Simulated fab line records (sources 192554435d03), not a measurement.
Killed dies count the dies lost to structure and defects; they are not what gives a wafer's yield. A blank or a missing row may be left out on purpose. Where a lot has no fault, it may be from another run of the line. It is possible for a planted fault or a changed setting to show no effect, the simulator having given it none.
Split-lot trial + flow n5-finfet + 39 wafers read from 7 lots, route of 1938 steps

ON THE SPLIT
At N5_BEOL_M5_ILD_DEP_00 (deposits SiCOH lowk from DEMS/porogen, target thk 140.64 nm, time 25.9 s), the setting time-s was moved away from the recipe's 25.9 s on 15 of the 39 wafers read, by -57.3% to +49.4%. The other wafers ran this setting at the recipe's value.

SPLIT TO READING: what lies between them in the file, 1 step
- N5_BEOL_M5_CURE_79: cures SiCOH lowk, time 240 s

THE READING
M5_ILD_THK at N5_BEOL_M5_THK_MEAS_01, in nm. Typical for fault-free wafers on this fab line: 120.9 nm, with standard deviation 1.7 nm.

| wafer  | tool, chamber at the split | time-s as run, s | against the recipe | M5_ILD_THK, nm | against lot-mates on the recipe |
|--------|----------------------------|------------------|--------------------|----------------|---------------------------------|
| L074.1 | pecvd-03, 2                | 38.07            | +47.0%             | 175.7          | +53.6                           |
| L074.2 | pecvd-03, 1                | 25.9             | recipe             | 122.1          | -                               |
| L074.3 | pecvd-03, 0                | 25.9             | recipe             | 120.0          | -                               |
| L074.4 | pecvd-03, 0                | 25.9             | recipe             | 124.2          | -                               |
| L074.5 | pecvd-03, 1                | 38.07            | +47.0%             | 179.1          | +57.0                           |
| L074.6 | pecvd-03, 2                | 38.07            | +47.0%             | 178.1          | +56.0                           |
| L076.1 | pecvd-03, 0                | 25.9             | recipe             | 119.2          | -                               |
| L076.2 | pecvd-03, 1                | 25.9             | recipe             | 119.8          | -                               |
| L076.3 | pecvd-03, 2                | 33.51            | +29.4%             | 152.1          | +31.9                           |
| L076.4 | pecvd-03, 2                | 33.51            | +29.4%             | 156.1          | +35.9                           |
| L076.5 | pecvd-03, 0                | 33.51            | +29.4%             | 156.4          | +36.2                           |
| L076.6 | pecvd-03, 1                | 25.9             | recipe             | 121.5          | -                               |
| L080.1 | pecvd-03, 0                | 38.69            | +49.4%             | 176.3          | +55.9                           |
| L080.2 | pecvd-03, 1                | 25.9             | recipe             | 119.6          | -                               |
| L080.3 | pecvd-03, 1                | 25.9             | recipe             | 121.2          | -                               |
| L080.4 | pecvd-03, 0                | 25.9             | recipe             | 120.5          | -                               |
| L080.5 | pecvd-03, 0                | 38.69            | +49.4%             | 178.3          | +57.9                           |
| L080.6 | pecvd-03, 1                | 38.69            | +49.4%             | 180.2          | +59.8                           |
| L087.1 | pecvd-01, 0                | 25.9             | recipe             | 119.6          | -                               |
| L087.2 | pecvd-01, 1,0              | 25.9             | recipe             | 122.0          | -                               |
| L087.3 | pecvd-01, 0                | 25.9             | recipe             | 122.5          | -                               |
| L087.4 | pecvd-01, 1                | 25.9             | recipe             | 124.9          | -                               |
| L087.5 | pecvd-01, 1,0              | 25.9             | recipe             | 122.1          | -                               |
| L087.6 | pecvd-01, 1                | 25.9             | recipe             | 122.6          | -                               |
| L090.2 | pecvd-04, 0                | 25.9             | recipe             | 117.7          | -                               |
| L090.4 | pecvd-04, 1                | 25.9             | recipe             | 120.9          | -                               |
| L090.5 | pecvd-04, 0                | 25.9             | recipe             | 121.4          | -                               |
| L094.1 | pecvd-04, 0                | 11.06            | -57.3%             | 50.2           | -69.7                           |
| L094.2 | pecvd-04, 1                | 25.9             | recipe             | 119.5          | -                               |
| L094.3 | pecvd-04, 2                | 25.9             | recipe             | 120.1          | -                               |
| L094.4 | pecvd-04, 1                | 11.06            | -57.3%             | 52.3           | -67.6                           |
| L094.5 | pecvd-04, 0                | 25.9             | recipe             | 120.1          | -                               |
| L094.6 | pecvd-04, 2                | 11.06            | -57.3%             | 52.9           | -67.0                           |
| L096.1 | pecvd-04, 1,0              | 12.01            | -53.6%             | 56.8           | -65.2                           |
| L096.2 | pecvd-04, 1,0              | 12.01            | -53.6%             | 56.6           | -65.4                           |
| L096.3 | pecvd-04, 2                | 25.9             | recipe             | 119.9          | -                               |
| L096.4 | pecvd-04, 2                | 25.9             | recipe             | 122.6          | -                               |
| L096.5 | pecvd-04, 1                | 25.9             | recipe             | 123.4          | -                               |
| L096.6 | pecvd-04, 0                | 12.01            | -53.6%             | 57.3           | -64.7                           |
The file does not say which wafer passed through which chamber wherever a row lists several chambers: such a row stands for several wafers.

THE FIT
A straight line over all 39 wafers: M5_ILD_THK changes by +1.19 nm for each +1% of time-s; r = +1.00; the points scatter about the line by 1.7 nm.
The same after taking each lot's own level away (the mean of its wafers on the recipe; 39 wafers): +1.19 nm for each +1%; r = +1.00; scatter 1.5 nm.
According to that fit, moving time-s by its largest amount changes the reading by 68 nm.
The span of the lots' own levels, 119.90 to 122.28 nm, comes to 1.4 times the standard deviation stated above.
The two slopes are in agreement: the lot-to-lot level therefore moves the slope only a little.
Check: with one of the wafers moved furthest among these (-57.3%) left out of the fit, the line predicts -68.2 nm for it against its lot-mates. It came out at -69.7 nm against them.

THE OTHER SPLITS THESE WAFERS WENT THROUGH
Before the reading, these wafers also passed through other splits. Each is held against what the fit with the lots' levels taken away leaves over:
| other split on the same wafers        | wafers away from the commonest value | r with M5_ILD_THK (lot level and that fit taken away) |
|---------------------------------------|--------------------------------------|-------------------------------------------------------|
| N5_FIN_SAQP_HM_DEP_03 target-thk-a    | 12                                   | -0.07                                                 |
| N5_FIN_CUT_CUT_ETCH_26 target-depth-a | 15                                   | +0.09                                                 |
| N5_HKMG_FIN_ALD_79 ald-cycles         | 15                                   | +0.12                                                 |
| N5_BEOL_M1_TRENCH_ETCH_37 time-s      | 18                                   | -0.17                                                 |

THE WHOLE CHAIN: every reading that the file lists as answering this split, in the file's order
| step                   | what it does                                                             | reading                                                                                  | change (the file's fit)              | r (the file's) |
|------------------------|--------------------------------------------------------------------------|------------------------------------------------------------------------------------------|--------------------------------------|----------------|
| N5_BEOL_M5_ILD_DEP_00  | deposits SiCOH lowk from DEMS/porogen, target thk 140.64 nm, time 25.9 s | SiCOH_lowk_of_BEOL_M5_ILD_DEP_00.thk-nm (the simulator's own value, which no gauge read) | +1.37 nm for each +1% of the setting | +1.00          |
| N5_BEOL_M5_CURE_79     | cures SiCOH lowk, time 240 s                                             | SiCOH_lowk_of_BEOL_M5_ILD_DEP_00.thk-nm (the simulator's own value, which no gauge read) | +1.19 nm for each +1% of the setting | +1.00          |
| N5_BEOL_M5_THK_MEAS_01 |                                                                          | M5_ILD_THK                                                                               | +1.19 for each +1% of the setting    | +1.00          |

FILE'S OWN FIT
M5_ILD_THK changes by +1.19 nm for each +1% of time-s, r = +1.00.
